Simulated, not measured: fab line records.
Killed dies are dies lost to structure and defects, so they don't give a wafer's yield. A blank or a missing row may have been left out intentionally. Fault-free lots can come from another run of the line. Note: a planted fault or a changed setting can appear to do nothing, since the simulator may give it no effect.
fab line records	flow n5_finfet
[record] lots = 7	wafers = 21
route steps=1938 shown BEOL_M5@1142 BEOL_M6@1198 BEOL_M8@1362 BEOL_M9@1428 BEOL_M10@1513 BEOL_M11@1560
start_h: hours from the record's opening day to when the first of the lot's shown wafers began	wait_h: how many hours have passed since the lot's step before this one	" as in the row above	L1.1+2: a row that stands for several wafers	- no value present, or no start provided	* or withheld: withheld	< > ~ a bound
route shown NAME@n: a module of which the file shows steps, and the number in the route of the first	usual: mean and standard deviation over wafers with no fault	same: alike in all rows	chamber/n: place in a boat	sites: per-site readings	_std_site: standard deviation of those values	_edge_site: inner sites' mean taken away from outer sites' mean	radius_mm: how far each site lies from the wafer's centre	mask NAME#n: copy n	behind: the tool/chamber that last shaped the wafer	hold: the reason the lot was held/the length of the hold in hours/how it ended	device: transistor that didn't switch, given as n, p or np	end of line: the route-end tests of the same wafers	a step given without rows: its recipe and nothing more	killed: count of dies lost to structure and defects at first sort (not the wafer's yield)	map: a wafer's dies, marking killed ones x, the rest . and places with no die _
set.NAME: the run value of the setting; set.NAME@STEP: its run value at that earlier step	model.NAME: the simulator's own value behind a step, which no gauge read
lots with deliberately changed settings; one table per step, one row per wafer
[[steps]]
[step N5_BEOL_M5_COAT_22]
[recipe] resist = CAR-EUV	spin_rpm = 1500	resist_thk_nm = 30
lot.wafer	tool	chamber	start_h	wait_h	set.spin_rpm	model.CAR-EUV_of_BEOL_M5_COAT_22.thk_nm
L078.3+4+5	litho_track-03	0	-	-	1500	30
L082.2+4+6	litho_track-03	0	-	-	1562	29.4
L084.1+2+4	litho_track-01	0	-	-	1500	30
L086.1	litho_track-01	0	-	-	1608	29
L086.5	"	0	"	"	1500	30
L086.6	"	0	"	"	1608	28.8
L090.4+6	litho_track-01	0	-	-	1656	28.6
L090.5	"	0	"	"	1500	30.2
L089.1	litho_track-04	0	-	-	1500	30
L089.3+4	"	0	"	"	1500	29.8
L093.1	litho_track-03	0	-	-	1584	29.2
L093.4+6	"	0	"	"	1500	30
[step N5_BEOL_M5_EBR_24]
[recipe] solvent = PGMEA	ebr_width_mm = 1.5
[step N5_BEOL_M5_SOFTBAKE_23]
[recipe] temp_c = 110	time_s = 60	resist = CAR-EUV
[step N5_BEOL_M5_EXPOSE_25]
[recipe] mask_id = V4	na = 0.33	source_shape = quasar	sigma_inner = 0.2	sigma_outer = 0.6	polarization = unpolarized	defocus_nm = 10	dose_mj = 52.75
[step N5_BEOL_M5_PEB_26]
[recipe] peb_temp_c = 100	peb_time_s = 60	resist = CAR-EUV
[step N5_BEOL_M5_DEVELOP_27]
[recipe] develop_time_s = 30	developer = TMAH	resist = CAR-EUV	rinse_liquid = surfactant_rinse	dry = air_spin	dev_temp_c = 23
lot.wafer	tool	chamber	start_h	wait_h	set.spin_rpm@BEOL_M5_COAT_22	model.CAR-EUV_of_BEOL_M5_COAT_22.thk_nm
L078.3+4+5	litho_track-04	0	-	-	1500	29.6
L082.2+4+6	litho_track-04	0	-	-	1562	29
L084.1+2	litho_track-01	0	-	-	1500	29.6
L084.4	"	0	"	"	1500	29.4
L086.1	litho_track-04	0	-	-	1608	28.6
L086.5	"	0	"	"	1500	29.6
L086.6	"	0	"	"	1608	28.4
L090.4+6	litho_track-04	0	-	-	1656	28.2
L090.5	"	0	"	"	1500	29.6
L089.1	litho_track-01	0	-	-	1500	29.6
L089.3+4	"	0	"	"	1500	29.4
L093.1	litho_track-04	0	-	-	1584	28.8
L093.4+6	"	0	"	"	1500	29.6
[step N5_BEOL_M5_DESCUM_33]
[recipe] chemistry = O2	time_s = 7	source_power_w = 50	bias_power_w = 20	pressure_mtorr = 20	rf_frequency_hz = 2.712e+07	temp_c = 40	resist = CAR-EUV	o2_flow_sccm = 225
[step N5_BEOL_M5_ETCH_75]
[recipe] chemistry = N2/H2	target = underlayer	target_depth_a = 65	mask_material = CAR-EUV	time_s = 5.2	ion_energy_ev = 200	pressure_mtorr = 30	source_w = 840	bias_w = 150	n2_flow_sccm = 200	h2_flow_sccm = 200	ends = cleared
lot.wafer	tool	chamber	start_h	wait_h	set.spin_rpm@BEOL_M5_COAT_22	model.CAR-EUV_of_BEOL_M5_COAT_22.thk_nm
L078.3	rie_diel-02	0	201.42	0.0	1500	20.2
L078.4+5	"	3,2	"	"	1500	20.4
L082.2+4+6	rie_diel-03	1,2,1	237.63	0.0	1562	19.8
L084.1+2+4	rie_diel-01	2,3,1	249.94	0.0	1500	20.4
L086.1+6	rie_diel-03	0,1	262.01	0.0	1608	19.4
L086.5	"	0	"	"	1500	20.4
L090.4+6	rie_diel-01	0,1	288.96	0.0	1656	19
L090.5	"	2	"	"	1500	20.4
L089.1	rie_diel-01	2	289.35	0.0	1500	20.4
L089.3+4	"	1,0	"	"	1500	20.2
L093.1	rie_diel-02	3	313.71	0.0	1584	19.6
L093.4	"	2	"	"	1500	20.4
L093.6	"	2	"	"	1500	20.2
[step N5_BEOL_M6_HM_DEP_02]
[recipe] material = TiN	target_thk_a = 200	temp_c = 25	chamber_pressure_pa = 0.49996
lot.wafer	tool	chamber	start_h	wait_h	set.target_thk_a	model.TiN_of_BEOL_M6_HM_DEP_02.thk_nm
L082.2	pvd_sputter-03	-	245.88	0.1	200	20.6
L082.4	"	-	"	"	200	20
L082.6	"	-	"	"	200	20.8
L078.3+5	pvd_sputter-03	-	249.31	1.5	200	20.4
L078.4	"	-	"	"	200	19.8
L084.1	pvd_sputter-03	-	258.92	1.1	200	20
L084.2	"	-	"	"	180.8	18.2
L084.4	"	-	"	"	200	20.4
L086.1+6	pvd_sputter-02	-	271.34	1.3	224.5	22.2
L086.5	"	-	"	"	200	19.8
L089.1+3	pvd_sputter-03	-	298.57	1.1	216.1	21.6
L089.4	"	-	"	"	216.1	22
L090.4	pvd_sputter-03	-	298.77	0.6	200	20
L090.5	"	-	"	"	183.9	18.6
L090.6	"	-	"	"	183.9	18.2
L093.1+4	pvd_sputter-02	-	325.86	1.0	200	19.8
L093.6	"	-	"	"	200	20
[step N5_BEOL_M6_COAT_59]
[recipe] resist = SOC	temp_c = 250	time_s = 60	spin_rpm = 1500	resist_thk_nm = 100
[step N5_BEOL_M6_COAT_60]
[recipe] resist = SiARC	temp_c = 220	time_s = 60	spin_rpm = 1500	resist_thk_nm = 35
[step N5_BEOL_M6_STRIP_68]
[recipe] chemistry = N2/H2	temp_c = 40	n2_flow_sccm = 200	h2_flow_sccm = 200	rf_frequency_hz = 6e+07
[step N5_BEOL_M6_STRIP_67]
[recipe] chemistry = CF4	resist = SiARC	power_w = 300	bias_power_w = 75	pressure_mtorr = 50	cf4_flow_sccm = 150	rf_frequency_hz = 6e+07
[step N5_BEOL_M6_HM_OPEN_17]
[recipe] chemistry = Cl2/BCl3	target_depth_a = 200	overetch_a = 60	target = TiN	mask_material = SOC	ion_energy_ev = 150	pressure_mtorr = 10	icp_w = 1000	bias_w = 126	Cl2_flow_sccm = 53.25	bcl3_flow_sccm = 21.75	Ar_flow_sccm = 25
lot.wafer	tool	chamber	start_h	wait_h	set.target_thk_a@BEOL_M6_HM_DEP_02	model.etch.depth_nm
L082.2	rie_metal-02	1	246.62	0.0	200	20.58
L082.4	"	0	"	"	200	20.09
L082.6	"	0	"	"	200	20.77
L078.3	rie_metal-01	0	250.30	0.1	200	20.33
L078.4	"	1	"	"	200	19.85
L078.5	"	0	"	"	200	20.43
L084.1	rie_metal-01	1	260.37	0.0	200	20.05
L084.2	"	0	"	"	180.8	18.16
L084.4	"	0	"	"	200	20.41
L086.1	rie_metal-02	0	272.21	0.0	224.5	22.11
L086.5	"	0	"	"	200	19.87
L086.6	"	1	"	"	224.5	22.15
L089.1	rie_metal-02	0	299.57	0.0	216.1	21.6
L089.3	"	1	"	"	216.1	21.63
L089.4	"	0	"	"	216.1	21.91
L090.4	rie_metal-02	1	299.85	0.1	200	20.04
L090.5	"	0	"	"	183.9	18.52
L090.6	"	1	"	"	183.9	18.17
L093.1	rie_metal-01	1	326.72	0.0	200	19.83
L093.4	"	0	"	"	200	19.76
L093.6	"	0	"	"	200	19.99
[step N5_BEOL_M8_EXPOSE_25]
[recipe] mask_id = V7	na = 0.33	source_shape = annular	sigma_inner = 0.4	sigma_outer = 0.8	polarization = unpolarized	target_cd_nm = 40	dose_mj = 42.5
lot.wafer	tool	chamber	start_h	wait_h	mask	set.dose_mj
L082.2+4+6	euv_scanner-01	0	266.87	-	V7#0	42.5
L078.3+4+5	euv_scanner-02	0	271.08	-	V7#0	42.5
L084.1+2+4	euv_scanner-02	0	279.08	-	V7#0	42.5
L086.1+5	euv_scanner-02	0	293.65	-	V7#0	45.65
L086.6	"	0	"	"	V7#0	42.5
L090.4+6	euv_scanner-01	0	320.21	-	V7#0	42.5
L090.5	"	0	"	"	V7#0	41.13
L089.1	euv_scanner-02	0	330.28	-	V7#0	40.06
L089.3+4	"	0	"	"	V7#0	42.5
L093.1	euv_scanner-02	0	346.18	-	V7#0	40.54
L093.4+6	"	0	"	"	V7#0	42.5
[step N5_BEOL_M8_PEB_26]
[recipe] peb_temp_c = 100	peb_time_s = 60	resist = CAR-EUV
[step N5_BEOL_M8_DEVELOP_27]
[recipe] develop_time_s = 30	developer = TMAH	resist = CAR-EUV	rinse_liquid = surfactant_rinse	dry = air_spin	dev_temp_c = 23
[step N5_BEOL_M8_CD_MEAS_28]
[recipe] target_cd_nm = 40	landing_energy_ev = 500	detector = se_inlens
[usual] cd_nm = 39.96/0.23
lot.wafer	tool	chamber	start_h	wait_h	set.dose_mj@BEOL_M8_EXPOSE_25	cd_nm
L082.2	cd_sem-03	0	267.01	-	42.5	40.00
L082.4	"	0	"	"	42.5	40.02
L082.6	"	0	"	"	42.5	40.22
L078.3	cd_sem-02	0	271.20	-	42.5	39.75
L078.4	"	0	"	"	42.5	40.15
L078.5	"	0	"	"	42.5	39.95
L084.1	cd_sem-01	0	279.21	-	42.5	39.97
L084.2	"	0	"	"	42.5	40.16
L084.4	"	0	"	"	42.5	39.98
L086.1	cd_sem-03	0	293.79	-	45.65	41.19
L086.5	"	0	"	"	45.65	41.49
L086.6	"	0	"	"	42.5	40.07
L090.4	cd_sem-02	0	320.33	-	42.5	40.16
L090.5	"	0	"	"	41.13	39.56
L090.6	"	0	"	"	42.5	40.51
L089.1	cd_sem-01	0	330.41	-	40.06	38.48
L089.3	"	0	"	"	42.5	39.87
L089.4	"	0	"	"	42.5	40.09
L093.1	cd_sem-03	0	346.32	-	40.54	39.25
L093.4	"	0	"	"	42.5	39.85
L093.6	"	0	"	"	42.5	40.44
[step N5_BEOL_M8_DESCUM_33]
[recipe] chemistry = O2	time_s = 7	source_power_w = 50	bias_power_w = 20	pressure_mtorr = 20	rf_frequency_hz = 2.712e+07	temp_c = 40	resist = CAR-EUV	o2_flow_sccm = 225
lot.wafer	tool	chamber	start_h	wait_h	set.dose_mj@BEOL_M8_EXPOSE_25	model.BEOL_M8.cd_nm
L082.2	rie_diel-04	0	267.13	0.0	42.5	40.2
L082.4	"	1	"	"	42.5	39.8
L082.6	"	2	"	"	42.5	40
L078.3+5	rie_diel-05	0,2	271.32	0.0	42.5	40
L078.4	"	0	"	"	42.5	40.4
L084.1	rie_diel-05	2	279.62	0.3	42.5	40.2
L084.2+4	"	1,0	"	"	42.5	40.4
L086.1	rie_diel-04	3	293.91	0.0	45.65	41.2
L086.5	"	1	"	"	45.65	41.4
L086.6	"	2	"	"	42.5	39.8
L090.4+6	rie_diel-06	2,1	320.45	0.0	42.5	40.2
L090.5	"	2	"	"	41.13	39.4
L089.1	rie_diel-04	3	330.57	0.1	40.06	38.6
L089.3	"	2	"	"	42.5	39.8
L089.4	"	1	"	"	42.5	40
L093.1	rie_diel-04	1	346.55	0.1	40.54	39
L093.4	"	1	"	"	42.5	39.8
L093.6	"	3	"	"	42.5	40.2
[step N5_BEOL_M8_ETCH_72]
[recipe] chemistry = N2/H2	target = underlayer	target_depth_a = 65	mask_material = CAR-EUV	time_s = 5.2	ion_energy_ev = 200	pressure_mtorr = 30	source_w = 840	bias_w = 150	n2_flow_sccm = 200	h2_flow_sccm = 200	ends = cleared
[step N5_BEOL_M8_ETCH_65]
[recipe] chemistry = CF4	target = SiARC	target_depth_a = 156	mask_material = CAR-EUV	time_s = 26	ion_energy_ev = 80	pressure_mtorr = 40	source_w = 545	bias_w = 36	Ar_flow_sccm = 100	cf4_flow_sccm = 100	ends = cleared
[step N5_BEOL_M8_ETCH_66]
[recipe] chemistry = N2/H2	target = SOC	target_depth_a = 800	overetch_a = 160	mask_material = SiARC	temp_c = 40	time_s = 120	ion_energy_ev = 200	pressure_mtorr = 30	source_w = 840	bias_w = 150	n2_flow_sccm = 200	h2_flow_sccm = 200
lot.wafer	tool	chamber	start_h	wait_h	set.dose_mj@BEOL_M8_EXPOSE_25	model.BEOL_M8.cd_nm
L082.2	rie_diel-04	0	267.21	0.0	42.5	40.2
L082.4	"	1	"	"	42.5	40
L082.6	"	2	"	"	42.5	39.8
L078.3	rie_diel-05	0	271.40	0.0	42.5	39.8
L078.4	"	0	"	"	42.5	40
L078.5	"	2	"	"	42.5	40.2
L084.1	rie_diel-05	2	279.70	0.0	42.5	40.2
L084.2	"	1	"	"	42.5	40.4
L084.4	"	0	"	"	42.5	40
L086.1	rie_diel-04	3	293.99	0.0	45.65	41.2
L086.5	"	1	"	"	45.65	41.8
L086.6	"	2	"	"	42.5	39.8
L090.4	rie_diel-06	2	320.53	0.0	42.5	40
L090.5	"	2	"	"	41.13	39.2
L090.6	"	1	"	"	42.5	40.6
L089.1	rie_diel-04	3	330.65	0.0	40.06	38.6
L089.3	"	2	"	"	42.5	39.4
L089.4	"	1	"	"	42.5	40.2
L093.1	rie_diel-04	1	346.63	0.0	40.54	39.2
L093.4	"	1	"	"	42.5	40.2
L093.6	"	3	"	"	42.5	40.4
[step N5_BEOL_M8_STRIP_69]
[recipe] chemistry = N2/H2	temp_c = 40	n2_flow_sccm = 200	h2_flow_sccm = 200	rf_frequency_hz = 6e+07
[step N5_BEOL_M8_STRIP_73]
[recipe] chemistry = N2/H2	temp_c = 40	n2_flow_sccm = 200	h2_flow_sccm = 200	rf_frequency_hz = 6e+07
[step N5_BEOL_M8_VIA_ETCH_34]
[recipe] chemistry = C4F6/O2	target = SiCOH_lowk	target_depth_a = 1255	mask_material = SOC	taper_deg = 4	time_s = 50.5	ion_energy_ev = 250	pressure_mtorr = 30	source_w = 345	bias_w = 185	Ar_flow_sccm = 300	C4F6_flow_sccm = 10	O2_flow_sccm = 10
lot.wafer	tool	chamber	start_h	wait_h	set.dose_mj@BEOL_M8_EXPOSE_25	model.BEOL_M8.cd_nm
L082.2+4	rie_diel-04	0,1	267.31	0.0	42.5	40.2
L082.6	"	2	"	"	42.5	39.8
L078.3	rie_diel-05	0	271.50	0.0	42.5	39.8
L078.4	"	0	"	"	42.5	40.2
L078.5	"	2	"	"	42.5	40.4
L084.1+2	rie_diel-05	2,1	279.81	0.0	42.5	40.4
L084.4	"	0	"	"	42.5	40
L086.1	rie_diel-04	3	294.09	0.0	45.65	41.4
L086.5	"	1	"	"	45.65	42
L086.6	"	2	"	"	42.5	39.8
L090.4	rie_diel-06	2	320.63	0.0	42.5	40
L090.5	"	2	"	"	41.13	39.4
L090.6	"	1	"	"	42.5	40.6
L089.1	rie_diel-04	3	330.75	0.0	40.06	38.6
L089.3	"	2	"	"	42.5	39.6
L089.4	"	1	"	"	42.5	40.2
L093.1	rie_diel-04	1	346.73	0.0	40.54	39.2
L093.4+6	"	1,3	"	"	42.5	40.4
[step N5_BEOL_M9_COAT_22]
[recipe] resist = CAR-EUV	spin_rpm = 1500	resist_thk_nm = 30
lot.wafer	tool	chamber	start_h	wait_h	set.spin_rpm	model.CAR-EUV_of_BEOL_M9_COAT_22.thk_nm
L082.2+6	litho_track-04	0	-	-	1432	30.6
L082.4	"	0	"	"	1500	30
L078.3	litho_track-04	0	-	-	1500	30
L078.4+5	"	0	"	"	1500	29.8
L084.1	litho_track-04	0	-	-	1568	29.4
L084.2+4	"	0	"	"	1500	30
L086.1+6	litho_track-02	0	-	-	1500	30
L086.5	"	0	"	"	1500	30.2
L090.4+5+6	litho_track-05	0	-	-	1500	30
L089.1+3+4	litho_track-04	0	-	-	1500	29.8
L093.1	litho_track-04	0	-	-	1398	31
L093.4+6	"	0	"	"	1500	30
[step N5_BEOL_M9_EBR_24]
[recipe] solvent = PGMEA	ebr_width_mm = 1.5
[step N5_BEOL_M9_SOFTBAKE_23]
[recipe] temp_c = 110	time_s = 60	resist = CAR-EUV
[step N5_BEOL_M9_EXPOSE_25]
[recipe] mask_id = V8	na = 0.33	source_shape = annular	sigma_inner = 0.4	sigma_outer = 0.8	polarization = unpolarized	dose_mj = 37.25
[step N5_BEOL_M9_PEB_26]
[recipe] peb_temp_c = 100	peb_time_s = 60	resist = CAR-EUV
[step N5_BEOL_M9_DEVELOP_27]
[recipe] develop_time_s = 30	developer = TMAH	resist = CAR-EUV	rinse_liquid = surfactant_rinse	dry = air_spin	dev_temp_c = 23
lot.wafer	tool	chamber	start_h	wait_h	set.spin_rpm@BEOL_M9_COAT_22	model.CAR-EUV_of_BEOL_M9_COAT_22.thk_nm
L082.2+6	litho_track-02	0	-	-	1432	30.2
L082.4	"	0	"	"	1500	29.4
L078.3+4+5	litho_track-05	0	-	-	1500	29.4
L084.1	litho_track-05	0	-	-	1568	29
L084.2+4	"	0	"	"	1500	29.6
L086.1+5+6	litho_track-05	0	-	-	1500	29.6
L090.4	litho_track-04	0	-	-	1500	29.4
L090.5+6	"	0	"	"	1500	29.6
L089.1+3+4	litho_track-05	0	-	-	1500	29.4
L093.1	litho_track-05	0	-	-	1398	30.6
L093.4+6	"	0	"	"	1500	29.4
[step N5_BEOL_M9_DESCUM_33]
[recipe] chemistry = O2	time_s = 7	source_power_w = 50	bias_power_w = 20	pressure_mtorr = 20	rf_frequency_hz = 2.712e+07	temp_c = 40	resist = CAR-EUV	o2_flow_sccm = 225
lot.wafer	tool	chamber	start_h	wait_h	set.spin_rpm@BEOL_M9_COAT_22	model.CAR-EUV_of_BEOL_M9_COAT_22.thk_nm
L082.2	rie_diel-02	1	273.23	0.0	1432	26.6
L082.4	"	0	"	"	1500	26
L082.6	"	3	"	"	1432	26.8
L078.3	rie_diel-03	1	277.79	0.0	1500	26.2
L078.4	"	1	"	"	1500	26
L078.5	"	2	"	"	1500	25.8
L084.1	rie_diel-02	2	285.65	0.0	1568	25.4
L084.2	"	3	"	"	1500	26.2
L084.4	"	1	"	"	1500	26
L086.1+5+6	rie_diel-03	0,0,1	301.29	0.5	1500	26.2
L090.4+5	rie_diel-02	1,2	331.02	0.4	1500	26
L090.6	"	3	"	"	1500	26.2
L089.1	rie_diel-01	2	337.67	0.1	1500	25.8
L089.3+4	"	1,3	"	"	1500	26
L093.1	rie_diel-02	0	355.31	0.0	1398	27
L093.4+6	"	3,2	"	"	1500	26
[step N5_BEOL_M9_ETCH_76]
[recipe] chemistry = N2/H2	target = underlayer	target_depth_a = 65	mask_material = CAR-EUV	time_s = 5.2	ion_energy_ev = 200	pressure_mtorr = 30	source_w = 840	bias_w = 150	n2_flow_sccm = 200	h2_flow_sccm = 200	ends = cleared
[step N5_BEOL_M9_ETCH_65]
[recipe] chemistry = CF4	target = SiARC	target_depth_a = 156	mask_material = CAR-EUV	time_s = 26	ion_energy_ev = 80	pressure_mtorr = 40	source_w = 545	bias_w = 36	Ar_flow_sccm = 100	cf4_flow_sccm = 100	ends = cleared
lot.wafer	tool	chamber	start_h	wait_h	set.spin_rpm@BEOL_M9_COAT_22	model.CAR-EUV_of_BEOL_M9_COAT_22.thk_nm
L082.2	rie_diel-02	1	273.28	0.0	1432	11.8
L082.4	"	0	"	"	1500	11
L082.6	"	3	"	"	1432	12
L078.3	rie_diel-03	1	277.84	0.0	1500	11.2
L078.4+5	"	1,2	"	"	1500	11
L084.1	rie_diel-02	2	285.70	0.0	1568	10.4
L084.2+4	"	3,1	"	"	1500	11.2
L086.1+5+6	rie_diel-03	0,0,1	301.34	0.0	1500	11.2
L090.4	rie_diel-02	1	331.08	0.0	1500	11
L090.5+6	"	2,3	"	"	1500	11.2
L089.1+4	rie_diel-01	2,3	337.72	0.0	1500	11
L089.3	"	1	"	"	1500	11.2
L093.1	rie_diel-02	0	355.36	0.0	1398	12
L093.4	"	3	"	"	1500	11.2
L093.6	"	2	"	"	1500	11
[step N5_BEOL_M10_ETCH_41]
[recipe] chemistry = CH3F/O2	target = SiCN	target_depth_a = 426	taper_deg = 2	time_s = 86	ion_energy_ev = 120	mask_material = TiN	pressure_mtorr = 30	source_w = 395	bias_w = 75	Ar_flow_sccm = 150	CH3F_flow_sccm = 30	O2_flow_sccm = 20
[usual] rf_vpp_V = 297.7/1.5
lot.wafer	tool	chamber	start_h	wait_h	set.source_w	rf_vpp_V
L082.2	rie_diel-06	0	-	-	439.7	283.5
L082.4	"	3	"	"	395	296.7
L082.6	"	1	"	"	439.7	286.3
L078.3	rie_diel-05	2	-	-	395	299.5
L078.4	"	0	"	"	395	296.4
L078.5	"	2	"	"	395	299.9
L084.1	rie_diel-06	1	-	-	395	298.9
L084.2	"	0	"	"	395	296.1
L084.4	"	2	"	"	395	296.8
L086.1	rie_diel-04	2	-	-	395	298.9
L086.5	"	0	"	"	395	297.8
L086.6	"	3	"	"	395	295.3
L090.4	rie_diel-05	0	-	-	463.2	282.2
L090.5	"	1	"	"	395	298.2
L090.6	"	2	"	"	395	298.6
L089.1	rie_diel-06	3	-	-	395	297.4
L089.3	"	1	"	"	329.5	317.2
L089.4	"	2	"	"	395	299.1
L093.1	rie_diel-05	3	-	-	430.1	286.5
L093.4	"	2	"	"	395	297.4
L093.6	"	0	"	"	395	296.4
[step N5_BEOL_M11_COAT_63]
[recipe] resist = SOC	temp_c = 250	time_s = 60	spin_rpm = 1500	resist_thk_nm = 100
lot.wafer	tool	chamber	start_h	wait_h	set.spin_rpm	model.SOC_of_BEOL_M11_COAT_63.thk_nm
L082.2	litho_track-02	0	285.34	0.3	1631	95.8
L082.4+6	"	0	"	"	1500	99.8
L078.3	litho_track-02	0	293.52	2.6	1500	100.4
L078.4	"	0	"	"	1500	100.2
L078.5	"	0	"	"	1500	100
L084.1+2	litho_track-05	0	302.63	0.0	1340	106
L084.4	"	0	"	"	1500	100.4
L086.1	litho_track-03	0	319.92	1.7	1500	100.6
L086.5	"	0	"	"	1610	96.8
L086.6	"	0	"	"	1500	100.4
L090.4	litho_track-03	0	349.07	1.3	1500	99.8
L090.5	"	0	"	"	1418	102.4
L090.6	"	0	"	"	1500	100
L089.1	litho_track-05	0	354.89	0.0	1382	103.4
L089.3	"	0	"	"	1382	103.8
L089.4	"	0	"	"	1500	99.6
L093.1+4	litho_track-05	0	374.27	2.6	1630	95.8
L093.6	"	0	"	"	1500	99.8
[[key]]
[split] step = N5_BEOL_M5_COAT_22	setting = spin_rpm	stated = 1500	by = wafer
[response] step = N5_BEOL_M5_COAT_22	reading = model.CAR-EUV_of_BEOL_M5_COAT_22.thk_nm	change = -0.152	per = 1%	r = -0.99
[response] step = N5_BEOL_M5_DEVELOP_27	reading = model.CAR-EUV_of_BEOL_M5_COAT_22.thk_nm	change = -0.141	per = 1%	r = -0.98
[response] step = N5_BEOL_M5_ETCH_75	reading = model.CAR-EUV_of_BEOL_M5_COAT_22.thk_nm	change = -0.134	per = 1%	r = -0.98
[split] step = N5_BEOL_M6_HM_DEP_02	setting = target_thk_a	stated = 200	by = wafer
[response] step = N5_BEOL_M6_HM_DEP_02	reading = model.TiN_of_BEOL_M6_HM_DEP_02.thk_nm	change = +0.2	per = 1%	r = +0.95
[response] step = N5_BEOL_M6_HM_OPEN_17	reading = model.etch.depth_nm	change = +0.199	per = 1%	r = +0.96
[split] step = N5_BEOL_M8_EXPOSE_25	setting = dose_mj	stated = 42.5	by = wafer
[response] step = N5_BEOL_M8_CD_MEAS_28	reading = cd_nm	change = +0.206	per = 1%	r = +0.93
[response] step = N5_BEOL_M8_DESCUM_33	reading = model.BEOL_M8.cd_nm	change = +0.216	per = 1%	r = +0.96
[response] step = N5_BEOL_M8_ETCH_66	reading = model.BEOL_M8.cd_nm	change = +0.235	per = 1%	r = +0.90
[response] step = N5_BEOL_M8_VIA_ETCH_34	reading = model.BEOL_M8.cd_nm	change = +0.251	per = 1%	r = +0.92
[split] step = N5_BEOL_M9_COAT_22	setting = spin_rpm	stated = 1500	by = wafer
[response] step = N5_BEOL_M9_COAT_22	reading = model.CAR-EUV_of_BEOL_M9_COAT_22.thk_nm	change = -0.14	per = 1%	r = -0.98
[response] step = N5_BEOL_M9_DEVELOP_27	reading = model.CAR-EUV_of_BEOL_M9_COAT_22.thk_nm	change = -0.166	per = 1%	r = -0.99
[response] step = N5_BEOL_M9_DESCUM_33	reading = model.CAR-EUV_of_BEOL_M9_COAT_22.thk_nm	change = -0.151	per = 1%	r = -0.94
[response] step = N5_BEOL_M9_ETCH_65	reading = model.CAR-EUV_of_BEOL_M9_COAT_22.thk_nm	change = -0.158	per = 1%	r = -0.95
[split] step = N5_BEOL_M10_ETCH_41	setting = source_w	stated = 395	by = wafer
[response] step = N5_BEOL_M10_ETCH_41	reading = rf_vpp_V	change = -1.05	per = 1%	r = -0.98
[split] step = N5_BEOL_M11_COAT_63	setting = spin_rpm	stated = 1500	by = wafer
[response] step = N5_BEOL_M11_COAT_63	reading = model.SOC_of_BEOL_M11_COAT_63.thk_nm	change = -0.491	per = 1%	r = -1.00
